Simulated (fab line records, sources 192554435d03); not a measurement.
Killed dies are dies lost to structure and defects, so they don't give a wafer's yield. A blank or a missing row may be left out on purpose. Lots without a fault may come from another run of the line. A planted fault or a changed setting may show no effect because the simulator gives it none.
fab line records | flow n5_finfet
record lots=13 wafers=39 last_day=18
route steps=1938 shown BEOL_M13@1670
lots that met no fault: from a run of the same line without faults
start_h: hours from the record's first day to the start of the lot's first wafer shown | wait_h: hours since the lot's step before | " the same as in the row above | L1.1+2: a row that stands for several wafers | - no value, or no start given | * or withheld: withheld | < > ~ a bound
route shown NAME@n: a module of which the file shows steps, and the number in the route of the first | usual: mean/standard deviation of fault-free wafers | same: alike in all rows | chamber/n: place in a boat | sites: the reading at each site | _std_site: their standard deviation | _edge_site: outer sites' mean less inner sites' | radius_mm: how far each site lies from the wafer's centre | mask NAME#n: copy n | behind: the tool/chamber that last shaped the wafer | hold: why the lot was held/for how many hours/how that ended | device: the transistor (n, p or np) that didn't switch | end of line: the same wafers' tests at the end of the route | a step without rows: its recipe alone | killed: dies lost to structure and defects at the first sort, not the wafer's yield | map: a wafer's dies, x killed, . not, _ none there
set.NAME: the setting as run; set.NAME@STEP: as run at that earlier step | model.NAME: the simulator's own value behind a step, which no gauge read
steps of the route over a sample of lots; a table a step, a row a wafer
services: from which hour (start_h, from the record's first day; less than 0 if before it) a tool's chamber was out of use, for how many hours, and why
## steps
# step N5_BEOL_M13_OVL_MEAS_11
# recipe points_per_wafer=44
# usual V12_OVL=-6/5.7
# columns lot.wafer tool chamber start_h wait_h V12_OVL[nm]
L368.2 overlay-01 0 245.64 0.0 0
L368.3 " 0 " " 4
L368.5 " 0 " " 1
L370.1 overlay-01 0 251.44 0.0 -4
L370.3 " 0 " " -10
L370.5 " 0 " " -2
L371.2 overlay-02 0 259.61 0.0 -5
L371.5 " 0 " " -11
L371.6 " 0 " " 0
L372.3 overlay-01 0 268.44 0.0 -9
L372.5 " 0 " " -7
L372.6 " 0 " " -10
L373.2 overlay-01 0 275.51 0.0 -4
L373.5 " 0 " " -11
L373.6 " 0 " " 1
L375.1 overlay-02 0 286.89 0.0 -12
L375.4 " 0 " " -7
L375.6 " 0 " " -11
L374.2 overlay-01 0 290.85 0.0 1
L374.3 " 0 " " -12
L374.6 " 0 " " -1
L376.1 overlay-02 0 299.79 0.0 -9
L376.2 " 0 " " -15
L376.5 " 0 " " -7
L378.1 overlay-01 0 309.02 0.0 -7
L378.5 " 0 " " -4
L378.6 " 0 " " 3
L379.2 overlay-02 0 309.97 0.0 6
L379.3 " 0 " " -6
L379.5 " 0 " " -6
L380.1 overlay-02 0 320.27 0.0 -21
L380.5 " 0 " " -14
L380.6 " 0 " " -7
L383.1 overlay-01 0 338.03 0.0 -5
L383.2 " 0 " " -16
L383.5 " 0 " " 4
L391.1 overlay-02 0 409.14 0.0 -15
L391.5 " 0 " " -15
L391.6 " 0 " " -5
# step N5_BEOL_M13_CD_MEAS_17
# recipe target_cd_nm=190 polarity=opening
# usual cd_nm=190.2/1.5
# columns lot.wafer tool chamber start_h wait_h cd_nm
L368.2 cd_sem-03 - 246.24 0.0 188.3
L368.3 " - " " 191.6
L368.5 " - " " 190.1
L370.1 cd_sem-03 - 252.25 0.0 188.8
L370.3 " - " " 187.7
L370.5 " - " " 188.7
L371.2 cd_sem-01 - 260.20 0.0 187.5
L371.5 " - " " 189.3
L371.6 " - " " 189.3
L372.3 cd_sem-02 - 269.04 0.0 190.4
L372.5 " - " " 190.8
L372.6 " - " " 189.8
L373.2 cd_sem-02 - 276.46 0.0 189.7
L373.5 " - " " 189.4
L373.6 " - " " 190.0
L375.1 cd_sem-02 - 287.65 0.0 189.8
L375.4 " - " " 190.5
L375.6 " - " " 192.0
L374.2 cd_sem-03 - 291.44 0.0 191.2
L374.3 " - " " 190.6
L374.6 " - " " 189.3
L376.1 cd_sem-03 - 300.38 0.0 188.1
L376.2 " - " " 192.3
L376.5 " - " " 189.5
L378.1 cd_sem-02 - 309.61 0.0 188.2
L378.5 " - " " 192.4
L378.6 " - " " 189.5
L379.2 cd_sem-01 - 310.56 0.0 188.9
L379.3 " - " " 189.7
L379.5 " - " " 189.5
L380.1 cd_sem-02 - 320.86 0.0 188.7
L380.5 " - " " 190.0
L380.6 " - " " 188.8
L383.1 cd_sem-03 - 338.61 0.0 190.0
L383.2 " - " " 191.5
L383.5 " - " " 191.4
L391.1 cd_sem-03 - 409.73 0.0 191.0
L391.5 " - " " 193.3
L391.6 " - " " 193.6
# step N5_BEOL_M13_EXPOSE_25
# recipe mask_id=M13 na=0.93 source_shape=conventional sigma_outer=0.4 polarization=unpolarized target_cd_nm=210 dose_mj=22
# usual exposure_dose_mJ_cm2=21.982/0.022
# same na=0.93
# columns lot.wafer tool chamber start_h wait_h mask exposure_dose_mJ_cm2
L368.2 krf_scanner-02 0 246.52 - M13#0 22.026
L368.3 " 0 " " M13#0 21.989
L368.5 " 0 " " M13#0 22.002
L370.1 krf_scanner-01 0 252.53 - M13#0 21.999
L370.3 " 0 " " M13#0 21.986
L370.5 " 0 " " M13#0 21.989
L371.2 krf_scanner-02 0 260.49 - M13#0 22.000
L371.5 " 0 " " M13#0 22.008
L371.6 " 0 " " M13#0 21.968
L372.3 krf_scanner-02 0 269.20 - M13#0 21.986
L372.5 " 0 " " M13#0 21.994
L372.6 " 0 " " M13#0 22.009
L373.2 krf_scanner-02 0 276.74 - M13#0 21.925
L373.5 " 0 " " M13#0 21.970
L373.6 " 0 " " M13#0 21.938
L375.1 krf_scanner-01 0 287.93 - M13#0 21.988
L375.4 " 0 " " M13#0 21.975
L375.6 " 0 " " M13#0 21.979
L374.2 krf_scanner-01 0 291.60 - M13#0 21.965
L374.3 " 0 " " M13#0 21.981
L374.6 " 0 " " M13#0 21.987
L376.1 krf_scanner-01 0 300.53 - M13#0 21.988
L376.2 " 0 " " M13#0 22.015
L376.5 " 0 " " M13#0 22.015
L378.1 krf_scanner-01 0 309.91 - M13#0 21.997
L378.5 " 0 " " M13#0 21.949
L378.6 " 0 " " M13#0 22.024
L379.2 krf_scanner-02 0 310.85 - M13#0 21.958
L379.3 " 0 " " M13#0 21.926
L379.5 " 0 " " M13#0 21.981
L380.1 krf_scanner-02 0 321.01 - M13#0 22.006
L380.5 " 0 " " M13#0 21.994
L380.6 " 0 " " M13#0 21.992
L383.1 krf_scanner-02 0 338.91 - M13#0 21.997
L383.2 " 0 " " M13#0 21.985
L383.5 " 0 " " M13#0 21.994
L391.1 krf_scanner-01 0 409.88 - M13#0 21.949
L391.5 " 0 " " M13#0 21.964
L391.6 " 0 " " M13#0 21.965
# step N5_BEOL_M13_CD_MEAS_28
# recipe target_cd_nm=209.5 landing_energy_ev=500 detector=se_inlens
# usual cd_nm=210.0/1.2
# columns lot.wafer tool chamber start_h wait_h cd_nm
L368.2 cd_sem-01 0 246.69 - 208.6
L368.3 " 0 " " 208.4
L368.5 " 0 " " 208.0
L370.1 cd_sem-03 0 252.70 - 208.5
L370.3 " 0 " " 211.0
L370.5 " 0 " " 209.8
L371.2 cd_sem-03 0 260.65 - 209.6
L371.5 " 0 " " 207.5
L371.6 " 0 " " 208.2
L372.3 cd_sem-02 0 269.36 - 209.0
L372.5 " 0 " " 210.9
L372.6 " 0 " " 209.8
L373.2 cd_sem-02 0 276.91 - 212.9
L373.5 " 0 " " 209.3
L373.6 " 0 " " 212.3
L375.1 cd_sem-01 0 288.10 - 210.4
L375.4 " 0 " " 209.0
L375.6 " 0 " " 208.7
L374.2 cd_sem-03 0 291.77 - 210.9
L374.3 " 0 " " 212.6
L374.6 " 0 " " 209.8
L376.1 cd_sem-03 0 300.71 - 210.4
L376.2 " 0 " " 209.8
L376.5 " 0 " " 211.1
L378.1 cd_sem-03 0 310.08 - 210.5
L378.5 " 0 " " 210.6
L378.6 " 0 " " 211.4
L379.2 cd_sem-03 0 311.01 - 209.8
L379.3 " 0 " " 210.6
L379.5 " 0 " " 210.3
L380.1 cd_sem-03 0 321.18 - 210.3
L380.5 " 0 " " 210.2
L380.6 " 0 " " 211.3
L383.1 cd_sem-01 0 339.08 - 354.1
L383.2 " 0 " " 286.7
L383.5 " 0 " " 318.4
L391.1 cd_sem-02 0 410.05 - 210.7
L391.5 " 0 " " 211.2
L391.6 " 0 " " 209.9
# step N5_BEOL_M13_DESCUM_33
# recipe chemistry=O2 time_s=7.9 source_power_w=50 bias_power_w=20 pressure_mtorr=20 rf_frequency_hz=2.712e+07 temp_c=40 o2_flow_sccm=225
# usual drypump_motor_current_A=5.6/0.45 oes_product_au=0.77/0.09 rf_vpp_V=243.4/1.2 showerhead_plenum_p_Torr=2.11/0.055 throttle_valve_pct=20.53/0.25
# columns lot.wafer tool chamber start_h wait_h drypump_motor_current_A oes_product_au rf_hours_counter_h rf_vpp_V showerhead_plenum_p_Torr throttle_valve_pct
L368.2 rie_diel-05 0 246.97 0.2 5.8 0.72 207 244.0 2.19 20.74
L368.3 " 2 " " 5.3 0.71 196 242.7 2.09 20.44
L368.5 " 0 " " 5.8 0.72 - 243.9 2.19 20.75
L370.1 rie_diel-05 3 252.79 0.0 5.8 0.73 183 242.5 2.08 20.54
L370.3 " 0 " " 5.8 0.72 209 245.0 2.19 20.76
L370.5 " 2 " " 5.2 0.71 - 242.3 2.09 20.45
L371.2 rie_diel-03 1 260.74 0.0 5.1 0.75 174 243.4 2.11 20.68
L371.5 " 3 " " 5.6 0.75 - 243.9 2.18 20.81
L371.6 " 0 " " 5.5 0.84 - 241.6 2.04 20.49
L372.3 rie_diel-04 1 269.45 0.0 5.5 0.76 138 242.8 2.10 20.79
L372.5 " 3 " " 5.0 0.97 - 243.8 2.07 20.39
L372.6 " 0 " " 6.2 0.71 - 243.4 2.07 20.53
L373.2 rie_diel-05 1 277.00 0.0 5.6 0.69 211 241.8 2.08 20.60
L373.5 " 0 " " 5.8 0.70 - 244.4 2.18 20.75
L373.6 " 1 " " 5.6 0.70 - 243.6 2.08 20.60
L375.1 rie_diel-04 1 288.32 0.2 5.5 0.76 145 242.9 2.10 20.80
L375.4 " 1 " " 5.5 0.75 - 243.8 2.10 20.79
L375.6 " 2 " " 6.5 0.97 - 245.0 2.23 19.98
L374.2 rie_diel-05 1 291.85 0.0 5.6 0.69 216 243.1 2.08 20.61
L374.3 " 3 " " 5.8 0.72 197 243.3 2.07 20.56
L374.6 " 0 " " 5.8 0.70 - 244.0 2.18 20.77
L376.1 rie_diel-03 0 301.03 0.2 5.5 0.83 92 243.7 2.03 20.50
L376.2 " 3 " " 5.6 0.73 194 245.7 2.17 20.85
L376.5 " 1 " " 5.1 0.74 - 243.3 2.10 20.70
L378.1 rie_diel-05 3 310.28 0.1 5.8 0.71 202 242.8 2.07 20.56
L378.5 " 3 " " 5.9 0.71 - 242.9 2.07 20.57
L378.6 " 2 " " 5.3 0.69 - 242.8 2.08 20.47
L379.2 rie_diel-05 2 311.18 0.1 5.2 0.69 218 242.0 2.08 20.47
L379.3 " 3 " " 5.8 0.71 203 242.7 2.07 20.56
L379.5 " 3 " " 5.8 0.71 - 242.9 2.07 20.57
L380.1 rie_diel-05 3 321.27 0.0 5.8 0.71 206 241.8 2.07 20.58
L380.5 " 0 " " 5.8 0.69 - 244.7 2.18 20.78
L380.6 " 1 " " 5.5 0.69 - 243.9 2.07 20.62
L383.1 rie_diel-03 0 339.17 0.0 5.5 0.81 104 241.9 2.03 20.52
L383.2 " 2 " " 5.1 0.91 34 244.4 2.13 20.12
L383.5 " 1 " " 5.1 0.73 - 242.3 2.10 20.72
L391.1 rie_diel-03 0 410.14 0.0 5.4 0.78 128 241.3 2.02 20.58
L391.5 " 3 " " 5.6 0.71 - 245.9 2.16 20.91
L391.6 " 2 " " 5.1 0.86 - 244.0 2.12 20.15
## services
# columns tool chamber start_h hours kind
rie_diel-04 3 230.43 - clean
rie_diel-04 3 230.43 - consumable_replace:focus_ring
rie_diel-04 3 230.43 24.4 scheduled_down
krf_scanner-02 0 236.77 - calibration
rie_diel-03 1 238.76 4.5 repair
krf_scanner-01 - 243.01 1.3 repair
krf_scanner-01 0 258.22 - calibration
krf_scanner-02 - 259.11 0.8 pm
krf_scanner-01 - 259.68 0.8 repair
rie_diel-04 3 285.00 27.2 repair
krf_scanner-02 - 308.54 1.3 pm
rie_diel-04 0 322.48 6.7 repair
rie_diel-04 - 351.21 1.5 repair
krf_scanner-01 - 361.51 1.0 pm
rie_diel-05 1 366.16 8.4 repair
krf_scanner-02 - 367.03 1.0 pm
rie_diel-05 - 374.16 14.6 pm
rie_diel-04 3 378.16 8.3 repair
krf_scanner-01 - 379.92 1.3 pm
krf_scanner-02 - 382.00 2.3 repair
krf_scanner-01 - 384.26 0.8 pm
rie_diel-05 0 389.04 11.5 repair
rie_diel-03 1 396.85 17.9 repair
krf_scanner-01 - 408.29 0.6 repair
## key
first_sign step=N5_BEOL_M13_CD_MEAS_28 reading=cd_nm direction=up sigmas=90 usual=210.0 struck=319.7
effect none on later readings
met_at N5_BEOL_M13_EXPOSE_25
struck_lots L383
later_rows_left_out L383.1,L383.2,L383.5
sort_left_out L383.1,L383.2,L383.5
not_acting_at N5_BEOL_M13_OVL_MEAS_11,N5_BEOL_M13_CD_MEAS_17,N5_BEOL_M13_DESCUM_33
onset_between 321.01 338.91
fault kind=process_parameter_drift tool=krf_scanner-02 chamber=- onset_h=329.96 steps=N5_BEOL_M13_EXPOSE_25 channel=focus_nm offset=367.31 spread_by_wafer=0.3 shape=step end_h=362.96
# sort_left_out: the simulated sort isn't trusted on such a fault, so these wafers' sort isn't shown, and their yield isn't known
# later_rows_left_out: the simulator's readings of these wafers behind a module that went badly wrong aren't trusted and aren't shown, but for the sort
